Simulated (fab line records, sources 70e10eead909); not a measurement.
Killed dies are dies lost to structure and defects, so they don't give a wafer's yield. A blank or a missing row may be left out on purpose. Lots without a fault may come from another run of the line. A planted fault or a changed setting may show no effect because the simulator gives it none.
Which tool did it? | flow nand_harc | 13 lots, 37 wafers sampled, at 5 steps of a route of 1159

WHAT THE GAUGES READ, wafer by wafer
NHARC_A_CONTACT_CD_MEAS_08: target cd 100 nm. Usual: cd_nm 99.9 nm, standard deviation 0.4.
lot  | measured     | on        | cd_nm (nm)        | flag
L714 | day 17 04:07 | cd_sem-02 | 98.8 99.9 99.4    |
L715 | day 17 08:40 | cd_sem-02 | 100.3 99.7 100.1  |
L716 | day 17 09:43 | cd_sem-02 | 100.1 100.1 99.9  |
L717 | day 17 16:08 | cd_sem-03 | 99.5 100.2 100.2  |
L718 | day 17 20:10 | cd_sem-03 | 100.2 100.3 101.0 |
L719 | day 18 11:33 | cd_sem-02 | 99.8 100.6 99.6   |
L720 | day 18 16:50 | cd_sem-01 | 100.6 100.5 99.8  |
L728 | day 20 18:08 | cd_sem-03 | 99.6 99.8         |
L730 | day 20 19:02 | cd_sem-01 | 99.8 100.0        |
L731 | day 21 11:58 | cd_sem-01 | 99.7 99.2 100.5   |
L733 | day 22 05:04 | cd_sem-01 | 100.2 100.4 100.2 |
L732 | day 22 07:40 | cd_sem-02 | 99.9 100.1 100.0  |
L736 | day 22 16:53 | cd_sem-01 | 100.0 100.3 100.0 |

NHARC_A_BLC_CD_MEAS_10: target cd 100 nm. Usual: cd_nm 100.0 nm, standard deviation 0.52.
lot  | measured     | on        | cd_nm (nm)        | flag
L714 | day 17 10:55 | cd_sem-01 | 100.1 99.1 99.3   |
L715 | day 17 14:27 | cd_sem-02 | 99.9 99.5 99.7    |
L716 | day 17 15:58 | cd_sem-02 | 100.0 99.7 100.5  |
L717 | day 18 00:07 | cd_sem-01 | 99.8 100.3 99.8   |
L718 | day 18 05:22 | cd_sem-03 | 99.3 100.1 99.0   |
L719 | day 18 21:14 | cd_sem-02 | 99.1 99.6 99.2    |
L720 | day 18 22:52 | cd_sem-01 | 100.3 99.9 100.1  |
L728 | day 20 23:45 | cd_sem-03 | 102.3 99.4        |
L730 | day 21 08:55 | cd_sem-03 | 102.8 100.1       |
L731 | day 22 02:07 | cd_sem-02 | 101.1 101.9 101.4 |
L733 | day 22 11:14 | cd_sem-01 | 101.0 101.1 99.9  |
L732 | day 22 17:37 | cd_sem-03 | 99.9 100.0 100.1  |
L736 | day 23 01:52 | cd_sem-02 | 100.4 100.3 99.5  |

WHICH TOOL RAN EACH LOT (tool, then ch and the chambers of the sampled wafers, then the start)
lot  | NHARC_A_CONTACT_ETCH_88            | NHARC_A_CONTACT_ETCH_98                       | NHARC_A_BLC_DEVELOP_09
L714 | rie_diel-01 ch 0,1,3, day 17 04:23 | rie_diel-02 ch 1,3, day 17 10:00 or earlier   | litho_track-06 ch 0, day 17 10:00
L715 | rie_diel-02 ch 0,3, day 17 08:56   | rie_diel-01 ch 0,1, day 17 14:00 or earlier   | litho_track-06 ch 0, day 17 14:00
L716 | rie_diel-01 ch 1,2, day 17 09:59   | rie_diel-01 ch 1,3, day 17 15:00 or earlier   | litho_track-04 ch 0, day 17 15:00
L717 | rie_diel-02 ch 0,2,3, day 17 16:25 | rie_diel-01 ch 0,1,3, day 18 00:00 or earlier | litho_track-04 ch 0, day 18 00:00
L718 | rie_diel-07 ch 0,1,3, day 17 20:27 | rie_diel-01 ch 1,3, day 18 05:00 or earlier   | litho_track-01 ch 0, day 18 05:00
L719 | rie_diel-01 ch 0,1,3, day 18 11:50 | rie_diel-02 ch 1,2, day 18 21:00 or earlier   | litho_track-06 ch 0, day 18 21:00
L720 | rie_diel-01 ch 0,1,2, day 18 17:13 | rie_diel-01 ch 1,2,3, day 18 22:00 or earlier | litho_track-04 ch 0, day 18 22:00
L728 | rie_diel-07 ch 0,3, day 20 18:24   | rie_diel-01 ch 0,2, day 20 23:00 or earlier   | litho_track-06 ch 0, day 20 23:00
L730 | rie_diel-01 ch 2,3, day 20 19:19   | rie_diel-07 ch 1,2, day 21 08:00 or earlier   | litho_track-06 ch 0, day 21 08:00
L731 | rie_diel-07 ch 0,1,2, day 21 12:47 | rie_diel-07 ch 1,2, day 22 02:00 or earlier   | litho_track-04 ch 0, day 22 02:00
L733 | rie_diel-07 ch 0,1, day 22 05:27   | rie_diel-07 ch 0,2,3, day 22 11:00 or earlier | litho_track-04 ch 0, day 22 11:00
L732 | rie_diel-01 ch 0,1,2, day 22 07:58 | rie_diel-01 ch 0,3, day 22 17:00 or earlier   | litho_track-04 ch 0, day 22 17:00
L736 | rie_diel-01 ch 1,2,3, day 22 17:10 | rie_diel-02 ch 0,1, day 22 19:31              | litho_track-01 ch 0, day 23 01:00
- NHARC_A_CONTACT_ETCH_88: etches the open film in CF4, target depth 39 nm, time 65 s.
- NHARC_A_CONTACT_ETCH_98: etches the open film in C4F6/O2, target depth 20 nm, time 10 s.
- NHARC_A_BLC_DEVELOP_09: develop time 35 s.

WHAT THE TOOLS THEMSELVES READ (means of the sampled wafers that have a number; where no wafer has one, the mark that the record gives instead)
NHARC_A_CONTACT_ETCH_88. Usual: drypump_motor_current_A 5.76 A, standard deviation 0.23; oes_product_au 1.000 a.u., standard deviation 0.008; rf_fwd_power_W 297.3 W, standard deviation 1.1; rf_vpp_V 151.5 V, standard deviation 1.2; showerhead_plenum_p_Torr 1.79 Torr, standard deviation 0.072; throttle_valve_pct 13.283 %, standard deviation 0.0086.
lot  | tool        | drypump_motor_current_A (A) | oes_product_au (a.u.) | rf_fwd_power_W (W) | rf_vpp_V (V) | showerhead_plenum_p_Torr (Torr) | throttle_valve_pct (%) | flag
L714 | rie_diel-01 | 5.89                        | 1.003                 | 297.5              | 152.0        | 1.76                            | 13.277                 |
L715 | rie_diel-02 | 6.02                        | 0.998                 | 296.4              | 152.0        | 1.77                            | 13.289                 |
L716 | rie_diel-01 | 5.83                        | 0.992                 | 297.2              | 151.3        | 1.84                            | 13.290                 |
L717 | rie_diel-02 | 5.70                        | 0.996                 | 295.6              | 151.8        | 1.80                            | 13.281                 |
L718 | rie_diel-07 | 5.59                        | 1.010                 | 298.3              | 150.6        | 1.78                            | 13.286                 |
L719 | rie_diel-01 | 5.92                        | 1.005                 | 296.8              | 150.9        | 1.76                            | 13.292                 |
L720 | rie_diel-01 | 5.94                        | 0.996                 | 296.6              | 153.0        | 1.83                            | 13.278                 |
L728 | rie_diel-07 | 5.58                        | 1.002                 | 297.2              | 151.4        | 1.78                            | 13.279                 |
L730 | rie_diel-01 | 5.70                        | 0.994                 | 297.6              | 150.9        | 1.74                            | 13.281                 |
L731 | rie_diel-07 | 5.65                        | 1.002                 | 297.5              | 152.3        | 1.79                            | 13.286                 |
L733 | rie_diel-07 | 5.66                        | 1.007                 | 296.9              | 151.8        | 1.79                            | 13.284                 |
L732 | rie_diel-01 | 5.91                        | 1.003                 | 296.6              | 152.5        | 1.82                            | 13.280                 |
L736 | rie_diel-01 | 5.74                        | 0.994                 | 296.7              | 152.0        | 1.86                            | 13.283                 |

NHARC_A_CONTACT_ETCH_98. Usual: drypump_motor_current_A 5.78 A, standard deviation 0.25; oes_product_au 0.960 a.u., standard deviation 0.02; rf_fwd_power_W 586.1 W, standard deviation 2.4; rf_vpp_V 547 V, standard deviation 3.4; showerhead_plenum_p_Torr 3.94 Torr, standard deviation 0.16; throttle_valve_pct 26.904 %, standard deviation 0.0094.
lot  | tool        | drypump_motor_current_A (A) | oes_product_au (a.u.) | rf_fwd_power_W (W) | rf_vpp_V (V) | showerhead_plenum_p_Torr (Torr) | throttle_valve_pct (%) | flag
L714 | rie_diel-02 | 5.91                        | 0.936                 | 585.9              | 547          | 3.91                            | 26.904                 |
L715 | rie_diel-01 | 6.00                        | 1.009                 | 585.0              | 549          | 4.05                            | 26.904                 |
L716 | rie_diel-01 | 5.76                        | 0.966                 | 585.5              | 544          | 3.79                            | 26.910                 |
L717 | rie_diel-01 | 5.91                        | 0.947                 | 585.2              | 546          | 3.90                            | 26.914                 |
L718 | rie_diel-01 | 5.86                        | 0.974                 | 586.3              | 547          | 3.93                            | 26.910                 |
L719 | rie_diel-02 | 5.38                        | 0.998                 | 587.6              | 545          | 3.86                            | 26.898                 |
L720 | rie_diel-01 | 5.76                        | 0.953                 | 585.3              | 546          | 3.93                            | 26.897                 |
L728 | rie_diel-01 | 5.94                        | 0.958                 | 584.8              | 549          | 4.03                            | 26.893                 |
L730 | rie_diel-07 | 5.62                        | 0.964                 | 586.2              | 546          | 3.95                            | 26.904                 |
L731 | rie_diel-07 | 5.62                        | 0.964                 | 587.9              | 547          | 3.93                            | 26.906                 |
L733 | rie_diel-07 | 5.61                        | 0.949                 | 585.9              | 547          | 3.96                            | 26.909                 |
L732 | rie_diel-01 | 6.01                        | 0.970                 | 586.9              | 550          | 4.06                            | 26.900                 |
L736 | rie_diel-02 | 5.74                        | 0.944                 | 587.4              | 542          | 3.73                            | 26.903                 |

THE ANSWER, worked out from the rows above alone
Rule: a lot is off if the mean of its wafers that have a number lies more than 3 standard deviations from the usual mean. A lot without any number at a reading at which 4 lots or more have one is off too. The other lots that the step has rows for count as sound. The gauges are gone through in route order, then the tools' own readings, and for those a lot's mean is taken as printed above. The first step at which some lot is off is used, and at that step the reading that is off furthest; a lot without a number counts as furthest.
No lot is off at any reading shown: from this, nothing can be told.

WHAT THE SIMULATOR HAD PUT IN
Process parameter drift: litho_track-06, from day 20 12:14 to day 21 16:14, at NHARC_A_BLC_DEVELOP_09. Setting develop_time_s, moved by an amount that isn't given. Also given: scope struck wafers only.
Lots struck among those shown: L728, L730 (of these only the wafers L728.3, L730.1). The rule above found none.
